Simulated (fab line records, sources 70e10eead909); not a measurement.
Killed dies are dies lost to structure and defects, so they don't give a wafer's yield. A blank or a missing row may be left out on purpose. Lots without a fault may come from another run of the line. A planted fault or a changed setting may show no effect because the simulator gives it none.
fab line records | flow nand_harc | part 2 of 2: steps 29 to 38 of 38
record lots=5 wafers=15 last_day=31
route steps=1302 shown HYBRID_BOND@1240 THIN_TSV@1244
lots that met no fault: from a run of the same line without faults
start_h: hours from the record's first day to the start of the lot's first wafer shown | wait_h: hours since the lot's step before | " the same as in the row above | L1.1+2: a row that stands for several wafers | - no value, or no start given | * or withheld: withheld | < > ~ a bound
route shown NAME@n: a module of which the file shows steps, and the number in the route of the first | usual: mean/standard deviation of fault-free wafers | same: alike in all rows | chamber/n: place in a boat | sites: the reading at each site | _std_site: their standard deviation | _edge_site: outer sites' mean less inner sites' | radius_mm: how far each site lies from the wafer's centre | mask NAME#n: copy n | behind: the tool/chamber that last shaped the wafer | hold: why the lot was held/for how many hours/how that ended | device: the transistor (n, p or np) that didn't switch | end of line: the same wafers' tests at the end of the route | a step without rows: its recipe alone | killed: dies lost to structure and defects at the first sort, not the wafer's yield | map: a wafer's dies, x killed, . not, _ none there
set.NAME: the setting as run; set.NAME@STEP: as run at that earlier step | model.NAME: the simulator's own value behind a step, which no gauge read
lots at some steps of the route; a table a step, a row a wafer
services: from which hour (start_h, from the record's first day; less than 0 if before it) a tool's chamber was out of use, for how many hours, and why
## steps
# step NHARC_THIN_TSV_ETCHBACK_48
# recipe target_depth_a=10285 over_etch_frac=0.3 time_s=405.17 ion_energy_ev=250 c4f8_flow_sccm=withheld ar_flow_sccm=withheld rf_w=600 bias_w=300 chemistry=C4F8/Ar
# usual bias_w=299.9/0.93 oes_product_au=0.95/0.031 rf_vpp_V=545.8/2.1
# columns lot.wafer tool chamber start_h wait_h bias_w oes_product_au rf_hours_counter_h rf_vpp_V
L074.3 rie_diel-08 2 569.37 - 300.0 1.03 2 548.5
L074.2 " 1 " " 299.9 1.00 2 544.4
L074.4 " 1 " " 299.6 1.00 - 543.6
L077.2 rie_diel-10 1 570.38 - 300.8 0.92 7 547.4
L077.6 " 0 " " 301.2 1.00 - 548.1
L077.5 " 1 " " 300.8 0.93 - 547.8
L086.1 rie_diel-08 0 669.15 - 300.6 0.92 9 545.7
L086.4 " 1 " " 299.6 0.94 9 542.8
L086.2 " 3 " " 300.7 0.93 7 549.2
L091.1 rie_diel-10 2 729.42 - 299.2 0.93 5 548.4
L091.3 " 1 " " 301.0 0.92 5 547.9
L091.5 " 3 " " 299.2 0.92 - 541.7
L092.2 rie_diel-10 1 730.58 - 297.5 0.93 5 546.6
L092.4 " 2 " " 300.1 0.92 5 546.0
L092.5 " 2 " " 299.8 0.94 - 547.9
# step NHARC_THIN_TSV_STRIP_62
# recipe power_w=1500 temp_c=250 time_s=20 chemistry=N2/H2
# usual drypump_motor_current_A=5.9/0.38 heater_power_w=342/21
# same time_s=20
# columns lot.wafer tool chamber start_h wait_h drypump_motor_current_A heater_power_w rf_hours_counter_h
L074.2 plasma_asher-01 1 569.80 - 5.7 355 9
L074.3 " 1 " " 5.7 363 -
L074.4 " 0 " " 5.7 332 -
L077.2 plasma_asher-02 1 570.70 - 5.9 353 30
L077.5 " 1 " " 5.9 354 -
L077.6 " 0 " " 6.7 311 -
L086.1 plasma_asher-01 0 669.51 - 5.6 325 31
L086.2 " 1 " " 5.7 370 31
L086.4 " 0 " " 5.7 323 -
L091.1 plasma_asher-01 0 729.78 - 5.7 331 5
L091.3 " 0 " " 5.7 331 -
L091.5 " 1 " " 5.7 364 -
L092.2 plasma_asher-02 0 730.94 - 6.7 312 25
L092.4 " 0 " " 6.7 312 -
L092.5 " 1 " " 5.9 345 -
# step NHARC_THIN_TSV_DEGAS_49
# recipe temp_c=300 time_s=120
# usual heater_power_w=466/29
# same time_s=120
# columns lot.wafer tool chamber start_h wait_h heater_power_w
L074.4 pvd_sputter-02 - 569.97 0.1 510
L074.3 " - " " 461
L074.2 " - " " 442
L077.2 pvd_sputter-02 - 570.87 0.1 462
L077.5 " - " " 458
L077.6 " - " " 440
L086.4 pvd_sputter-03 - 669.68 0.1 464
L086.1 " - " " 427
L086.2 " - " " 538
L091.1 pvd_sputter-01 - 729.96 0.2 438
L091.3 " - " " 497
L091.5 " - " " 465
L092.4 pvd_sputter-01 - 731.11 0.1 501
L092.2 " - " " 476
L092.5 " - " " 459
# step NHARC_THIN_TSV_PRE_CLEAN_50
# recipe time_s=30 temp_c=280 gas=H2/He
# usual heater_power_w=410/26
# same time_s=30
# columns lot.wafer tool chamber start_h wait_h heater_power_w
L074.3 pvd_sputter-02 - - - 395
L074.4 " - " " 415
L074.2 " - " " 389
L077.2 pvd_sputter-02 - - - 450
L077.6 " - " " 381
L077.5 " - " " 394
L086.1 pvd_sputter-03 - - - 394
L086.4 " - " " 457
L086.2 " - " " 409
L091.1 pvd_sputter-01 - - - 405
L091.3 " - " " 445
L091.5 " - " " 405
L092.2 pvd_sputter-01 - - - 437
L092.4 " - " " 410
L092.5 " - " " 412
# step NHARC_THIN_TSV_PVD_19
# recipe target_thk_a=200 chamber_pressure_pa=5 material=TaN
# usual throttle_valve_pct=29.8/0.68
# columns lot.wafer tool chamber start_h wait_h throttle_valve_pct
L074.3 pvd_sputter-02 - - - 29.0
L074.2 " - " " 30.0
L074.4 " - " " 29.8
L077.2 pvd_sputter-02 - - - 29.9
L077.6 " - " " 29.3
L077.5 " - " " 29.9
L086.2 pvd_sputter-03 - - - 30.8
L086.4 " - " " 30.5
L086.1 " - " " 29.6
L091.3 pvd_sputter-01 - - - 29.4
L091.1 " - " " 29.1
L091.5 " - " " 29.8
L092.2 pvd_sputter-01 - - - 30.0
L092.4 " - " " 29.1
L092.5 " - " " 30.2
# step NHARC_THIN_TSV_PVD_51
# recipe target_thk_a=1000 chamber_pressure_pa=5 material=Cu
# usual throttle_valve_pct=29.8/0.68
# columns lot.wafer tool chamber start_h wait_h throttle_valve_pct
L074.3 pvd_sputter-02 - - - 29.4
L074.4 " - " " 30.1
L074.2 " - " " 29.4
L077.2 pvd_sputter-02 - - - 29.1
L077.5 " - " " 29.7
L077.6 " - " " 29.3
L086.1 pvd_sputter-03 - - - 29.6
L086.4 " - " " 29.1
L086.2 " - " " 30.5
L091.1 pvd_sputter-01 - - - 30.3
L091.3 " - " " 29.8
L091.5 " - " " 29.9
L092.2 pvd_sputter-01 - - - 29.2
L092.4 " - " " 29.6
L092.5 " - " " 29.2
# step NHARC_THIN_TSV_ECD_20
# recipe target_thk_a=20000 material=Cu
# columns lot.wafer tool chamber start_h wait_h
L074.2+3+4 ecd_cu-02 0,0,1 570.42 -
L077.2+6+5 ecd_cu-01 0,1,0 571.42 -
L086.2+1+4 ecd_cu-02 0,1,1 670.14 -
L091.1+3+5 ecd_cu-01 0,0,1 730.51 -
L092.2+4+5 ecd_cu-02 1 731.67 -
# step NHARC_THIN_TSV_ANNEAL_52
# recipe temp_c=225 time_s=90
# usual wafer_temp_C_max=226.1/0.43
# same time_s=90
# columns lot.wafer tool chamber start_h wait_h wafer_temp_C_max
L074.2 rtp_anneal-01 0 571.22 0.7 225.7
L074.3 " 0 " " 225.7
L074.4 " 0 " " 225.3
L077.2 rtp_anneal-01 0 572.10 0.6 225.4
L077.5 " 0 " " 225.7
L077.6 " 0 " " 225.5
L086.1 rtp_anneal-02 0 670.87 0.5 225.5
L086.2 " 0 " " 226.4
L086.4 " 0 " " 226.4
L091.1 rtp_anneal-02 0 731.14 0.5 226.1
L091.3 " 0 " " 227.3
L091.5 " 0 " " 226.3
L092.2 rtp_anneal-02 0 732.34 0.6 226.3
L092.4 " 0 " " 226.3
L092.5 " 0 " " 226.3
# step NHARC_THIN_TSV_CMP_21
# recipe t_overpolish_s=30 target_thk_nm=2000
# usual edge_zone_pressure_frac=1.000/0.0054 motor_current_A=12.2/0.97 overpolish_run_s=30.000/0.0082
# columns lot.wafer tool chamber start_h wait_h edge_zone_pressure_frac motor_current_A overpolish_run_s
L074.2 cmp-02 3 571.51 - 0.998 12.7 29.991
L074.3 " 0 " " 1.003 13.7 29.989
L074.4 " 2 " " 0.996 12.2 30.014
L077.2 cmp-01 1 572.39 - 1.012 11.1 30.009
L077.6 " 1 " " 1.000 11.0 29.991
L077.5 " 2 " " 0.991 11.5 29.991
L086.2 cmp-01 1 671.24 - 1.002 11.5 29.992
L086.1 " 2 " " 1.004 11.8 29.994
L086.4 " 3 " " 1.003 10.9 30.008
L091.1 cmp-03 1 731.51 - 0.997 14.0 29.990
L091.3 " 2 " " 1.004 11.8 30.004
L091.5 " 0 " " 0.999 13.8 30.008
L092.2 cmp-03 0 732.67 - 0.997 13.8 29.997
L092.4 " 2 " " 1.004 11.7 29.998
L092.5 " 0 " " 0.991 14.1 30.001
# step NHARC_THIN_TSV_SRD_23
# columns lot.wafer tool chamber start_h wait_h
L074.4+3+2 wet_bench-10 1,3,4 571.88 0.0
L077.2+5+6 wet_bench-10 3,5,0 572.75 0.0
L086.2+1+4 wet_bench-10 6,0,1 671.58 0.0
L091.5+1+3 wet_bench-08 3,5,6 731.85 0.0
L092.2+4+5 wet_bench-08 6,7,1 733.00 0.0
## services
# columns tool chamber start_h hours kind
rie_diel-10 - 542.78 0.7 repair
pvd_sputter-01 - 550.87 30.4 repair
cmp-03 - 554.47 4.0 pm
cmp-03 - 560.49 3.3 repair
rie_diel-10 1 563.89 4.3 repair
rie_diel-10 0 565.66 3.4 repair
furnace-02 - 569.04 26.0 pm
cmp-03 - 573.48 0.5 repair
cmp-03 - 581.83 0.8 repair
pvd_sputter-01 - 582.36 10.0 pm
rie_diel-10 - 596.50 9.0 pm
cmp-03 - 609.17 5.5 repair
wafer_bonder-01 - 613.32 1.1 repair
pvd_sputter-02 - 613.74 2.8 repair
litho_track-03 - 625.00 7.0 pm
pecvd-04 - 631.29 13.0 pm
pvd_sputter-02 - 638.00 10.0 pm
wet_bench-08 - 646.40 8.0 pm
litho_track-05 - 649.03 7.0 pm
grinder-01 - 650.33 1.1 repair
wet_bench-10 - 663.25 8.0 pm
rie_diel-10 2 690.95 11.6 repair
plasma_asher-01 - 696.00 9.0 pm
pvd_sputter-02 - 712.31 6.9 repair
